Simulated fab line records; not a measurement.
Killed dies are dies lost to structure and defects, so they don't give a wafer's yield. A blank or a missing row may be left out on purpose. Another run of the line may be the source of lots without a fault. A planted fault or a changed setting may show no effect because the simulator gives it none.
The tool behind it: which one?    flow n5-finfet    Sampling: 12 lots, 36 wafers, 4 of 1938 route steps

== WHAT EACH GAUGE READ, for each wafer ==
N5_BEOL_M1_CD_MEAS_11: the cd target is 17.05 nm.
lot   measured      on         cd-nm (nm)
L076  day 6 14:36   cd-sem-02  16.84 17.34 16.93
L077  day 6 18:11   cd-sem-01  16.53 17.15 17.01
L079  day 7 08:20   cd-sem-01  16.97 17.18 16.81
L081  day 7 22:41   cd-sem-03  17.05 17.33 17.42
L083  day 8 05:22   cd-sem-01  17.13 17.35 16.93
L085  day 8 20:23   cd-sem-01  17.54 17.36 16.93
L088  day 9 16:26   cd-sem-02  17.14 17.05 17.19
L089  day 10 00:16  cd-sem-01  17.07 16.88 17.43
L091  day 10 04:55  cd-sem-03  17.04 16.99 17.56
L092  day 11 00:53  cd-sem-02  16.32 16.84 16.72
L095  day 11 07:45  cd-sem-03  17.37 16.74 17.39
L097  day 12 02:43  cd-sem-01  16.79 17.46 17.01

== TOOL THAT RAN EACH LOT (tool first, then ch and the chambers of the sampled wafers, then the start) ==
lot   N5_BEOL_M0_STRIP_142                N5_BEOL_M0_PRE_CLEAN_113      N5_BEOL_M1_HM_DEP_02
L076  rie-diel-02 ch 1,3, day 6 09:03     pvd-sputter-03, day 6 10:36   pvd-sputter-01, day 6 14:05
L077  rie-diel-02 ch 1,2,3, day 6 13:34   pvd-sputter-03, day 6 14:31   pvd-sputter-02, day 6 17:40
L079  rie-diel-03 ch 0,2,3, day 7 02:21   pvd-sputter-02, day 7 04:28   pvd-sputter-03, day 7 07:49
L081  rie-diel-02 ch 1,2, day 7 17:20     pvd-sputter-03, day 7 18:01   pvd-sputter-03, day 7 22:17
L083  rie-diel-03 ch 2,3, day 7 23:59     pvd-sputter-02, day 8 00:26   pvd-sputter-01, day 8 04:58
L085  rie-diel-02 ch 1,2, day 8 12:44     pvd-sputter-03, day 8 13:45   pvd-sputter-01, day 8 19:52
L088  rie-diel-02 ch 1,2,3, day 9 12:30   pvd-sputter-01, day 9 13:22   pvd-sputter-01, day 9 16:03
L089  rie-diel-04 ch 0,2, day 9 20:22     pvd-sputter-01, day 9 21:04   pvd-sputter-03, day 9 23:52
L091  rie-diel-04 ch 0,1, day 9 23:18     pvd-sputter-03, day 9 23:49   pvd-sputter-01, day 10 04:24
L092  rie-diel-02 ch 1,2,3, day 10 19:10  pvd-sputter-01, day 10 19:46  pvd-sputter-02, day 11 00:23
L095  rie-diel-03 ch 1,2,3, day 11 03:50  pvd-sputter-02, day 11 04:26  pvd-sputter-03, day 11 07:22
L097  rie-diel-02 ch 0,2,3, day 11 20:17  pvd-sputter-03, day 11 21:36  pvd-sputter-03, day 12 02:20
- N5_BEOL_M0_STRIP_142: strips in N2/H2, time 10 s.
- N5_BEOL_M0_PRE_CLEAN_113: time 30 s.
- N5_BEOL_M1_HM_DEP_02: deposits TiN, target thk 20 nm.

== THE ANSWER, worked out from the rows above alone ==
Rule: usual is defined by the lots themselves. The widest of any qualifying gaps counts: lots, ordered by their means at a reading, are off when they make up no more than a third of the lots, leave a main group of 4 or more, and stand apart from it by 3 or more times the standard deviation of that group's means. If all means in a main group match to the digits the tables above print for the reading, that group is not used. Also off: a lot with no number at a reading for which 4 or more lots have one. Any other lot the step has rows for is counted as sound.
No lot is off at any reading shown: from this, nothing can be told.

== WHAT WAS PUT IN BY THE SIMULATOR ==
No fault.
